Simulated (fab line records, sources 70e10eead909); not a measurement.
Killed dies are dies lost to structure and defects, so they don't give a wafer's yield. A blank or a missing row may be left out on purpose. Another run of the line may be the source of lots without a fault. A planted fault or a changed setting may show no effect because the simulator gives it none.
fab line records + flow nand_harc
record:
- lots: 6
- wafers: 18
- last_day: 33
route steps=1302 shown P_START@1 P_ZERO_WELL@2
lots untouched by any fault: they come from a run of this same line in which no faults occurred
start_h: hours from the record's first day to the start of the lot's first wafer shown + wait_h: how many hours have passed since the lot's step before this one + " repeats the value in the row above + L1.1+2: several wafers, shown together as one row + - either no value or no given start + * or withheld: withheld + < > ~ a bound
route shown NAME@n: a module of which the file shows steps, and the number in the route of the first + usual: average and standard deviation across the fault-free wafers + same: alike in all rows + chamber/n: place in a boat + sites: per-site readings + _std_site: standard deviation of those values + _edge_site: mean of outer sites minus mean of inner sites + radius_mm: how far each site lies from the wafer's centre + mask NAME#n: copy n + behind: the most recent tool/chamber to have shaped the wafer + hold: cause of the lot's hold/its duration in hours/its outcome + device: transistor that didn't switch, given as n, p or np + end of line: the same wafers' tests at the end of the route + for a step that has no rows: nothing shown but its recipe + killed: the dies lost at the first sort to structure and to defects; this is not the yield of the wafer + map: dies across one wafer; x = killed, . = not, _ = none there
set.NAME: the setting as run; set.NAME@STEP: as run at that earlier step + model.NAME: the simulator's own value behind a step, which no gauge read
lots seen at some steps along the route; tables by step, rows by wafer
services: the hour from which a tool's chamber was out of use, counted from the record's first day as start_h (under 0 if before that day), plus the number of hours and why
== steps ==
step: NHARC_P_START_INSPECT_01
usual:
- raw_defect_count: 3.9/2.1
| lot.wafer | tool              | chamber | start_h | wait_h | raw_defect_count |
|-----------|-------------------|---------|---------|--------|------------------|
| L520.2    | defect_inspect-02 | -       | 60.04   | -      | 7                |
| L520.4    | "                 | -       | "       | "      | 3                |
| L520.5    | "                 | -       | "       | "      | 2                |
| L523.1    | defect_inspect-02 | -       | 90.04   | -      | 4                |
| L523.3    | "                 | -       | "       | "      | 5                |
| L523.6    | "                 | -       | "       | "      | 8                |
| L534.4    | defect_inspect-02 | -       | 200.05  | -      | 3                |
| L534.5    | "                 | -       | "       | "      | 4                |
| L534.6    | "                 | -       | "       | "      | 5                |
| L536.1    | defect_inspect-01 | -       | 220.04  | -      | 3                |
| L536.3    | "                 | -       | "       | "      | 6                |
| L536.4    | "                 | -       | "       | "      | 3                |
| L538.2    | defect_inspect-01 | -       | 240.04  | -      | 2                |
| L538.5    | "                 | -       | "       | "      | 2                |
| L538.6    | "                 | -       | "       | "      | 3                |
| L539.1    | defect_inspect-02 | -       | 250.04  | -      | 9                |
| L539.3    | "                 | -       | "       | "      | 4                |
| L539.5    | "                 | -       | "       | "      | 2                |
step: NHARC_P_ZERO_WELL_PRECLEAN_00
recipe:
- time_s: 600
- temp_c: 120
- chemistry: SPM
step: NHARC_P_ZERO_WELL_SRD_01
step: NHARC_P_ZERO_WELL_PECVD_02
recipe:
- target_thk_a: 100
- temp_c: 400
- pressure_torr: 6.5
- rf_w: withheld
- teos_flow_sccm: withheld
- flow_sccm: 2650
- target_thk_nm: 10
- gas: O2
- material: SiO2
step: NHARC_P_ZERO_WELL_DEHYDRATE_03
recipe:
- temp_c: 150
- time_s: 120
step: NHARC_P_ZERO_WELL_HMDS_04
recipe:
- time_s: 30
step: NHARC_P_ZERO_WELL_COAT_64
recipe:
- temp_c: 200
- time_s: 65
step: NHARC_P_ZERO_WELL_COAT_05
recipe:
- spin_rpm: 2000
- resist_thk_nm: 600
step: NHARC_P_ZERO_WELL_SOFTBAKE_06
recipe:
- temp_c: 125
- time_s: 70
step: NHARC_P_ZERO_WELL_EBR_07
step: NHARC_P_ZERO_WELL_EXPOSE_08
recipe:
- na: 0.55
- target_cd_nm: 500
- dose_mj: 33.8
- mask_id: P_ZERO
usual:
- focus_offset_nm: 0.0/0.5
| lot.wafer | tool           | chamber | start_h | wait_h | mask     | focus_offset_nm | model.P_ZERO_WELL.overlay_x_nm |
|-----------|----------------|---------|---------|--------|----------|-----------------|--------------------------------|
| L520.2    | krf_scanner-02 | 0       | 61.09   | -      | P_ZERO#0 | -0.3            | -3.436                         |
| L520.4    | "              | 0       | "       | "      | P_ZERO#0 | -0.5            | -3.436                         |
| L520.5    | "              | 0       | "       | "      | P_ZERO#0 | 0.2             | -3.436                         |
| L523.1    | krf_scanner-04 | 0       | 90.97   | -      | P_ZERO#0 | -0.3            | -0.09818                       |
| L523.3    | "              | 0       | "       | "      | P_ZERO#0 | -0.2            | -0.09818                       |
| L523.6    | "              | 0       | "       | "      | P_ZERO#0 | 0.3             | -0.09818                       |
| L534.4    | krf_scanner-02 | 0       | 200.99  | -      | P_ZERO#0 | -1.1            | 47.68                          |
| L534.5    | "              | 0       | "       | "      | P_ZERO#0 | -0.3            | 47.68                          |
| L534.6    | "              | 0       | "       | "      | P_ZERO#0 | 0.4             | 47.68                          |
| L536.1    | krf_scanner-02 | 0       | 221.11  | -      | P_ZERO#0 | 0.5             | 57.81                          |
| L536.3    | "              | 0       | "       | "      | P_ZERO#0 | 1.3             | 57.81                          |
| L536.4    | "              | 0       | "       | "      | P_ZERO#0 | 0.3             | 57.81                          |
| L538.2    | krf_scanner-01 | 0       | 241.24  | -      | P_ZERO#0 | 0.8             | -4.441                         |
| L538.5    | "              | 0       | "       | "      | P_ZERO#0 | 0.2             | -4.441                         |
| L538.6    | "              | 0       | "       | "      | P_ZERO#0 | 0.2             | -4.441                         |
| L539.1    | krf_scanner-04 | 0       | 251.10  | -      | P_ZERO#0 | -0.1            | -3.952                         |
| L539.3    | "              | 0       | "       | "      | P_ZERO#0 | 0.3             | -3.952                         |
| L539.5    | "              | 0       | "       | "      | P_ZERO#0 | 0.2             | -3.952                         |
step: NHARC_P_ZERO_WELL_PEB_09
recipe:
- peb_temp_c: 128
- peb_time_s: 80
== services ==
| tool           | chamber | start_h | hours | kind        |
|----------------|---------|---------|-------|-------------|
| krf_scanner-01 | -       | 55.95   | 1.2   | repair      |
| krf_scanner-02 | 0       | 60.10   | -     | calibration |
| krf_scanner-01 | 0       | 74.14   | -     | calibration |
| krf_scanner-02 | -       | 94.00   | 4.0   | pm          |
| krf_scanner-04 | -       | 100.19  | 0.3   | repair      |
| krf_scanner-01 | -       | 140.00  | 4.0   | pm          |
| krf_scanner-04 | 0       | 142.72  | -     | calibration |
| krf_scanner-02 | -       | 160.32  | 6.2   | repair      |
| krf_scanner-04 | -       | 187.05  | 4.0   | pm          |
| krf_scanner-01 | -       | 206.33  | 6.3   | repair      |
| krf_scanner-02 | 0       | 227.75  | -     | calibration |
| krf_scanner-02 | -       | 230.04  | 1.7   | repair      |
| krf_scanner-01 | 0       | 230.62  | -     | calibration |
| krf_scanner-04 | -       | 249.14  | 0.3   | repair      |
== key ==
first_sign none at tools or gauges
model_effect:
- step: NHARC_P_ZERO_WELL_EXPOSE_08
- value: P_ZERO_WELL.overlay_x_nm
- without: -6.102
- struck: 52.74
met_at NHARC_P_ZERO_WELL_EXPOSE_08
struck_wafers L534.4,L534.5,L534.6,L536.1,L536.3,L536.4
tester_left_out L534,L536
onset_between 61.09 200.99
fault:
- kind: scanner_matching_overlay
- tool: krf_scanner-02
- chamber: -
- onset_h: 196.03
- steps: NHARC_P_ZERO_WELL_EXPOSE_08
- offset: 58.846
tester_left_out: of these lots the tester's yield and bins aren't shown, on N5 and GAA mostly nor the transistor test; their killed dies are dies lost to structure and defects alone, not to doping, threshold or leakage, so they don't give the yield
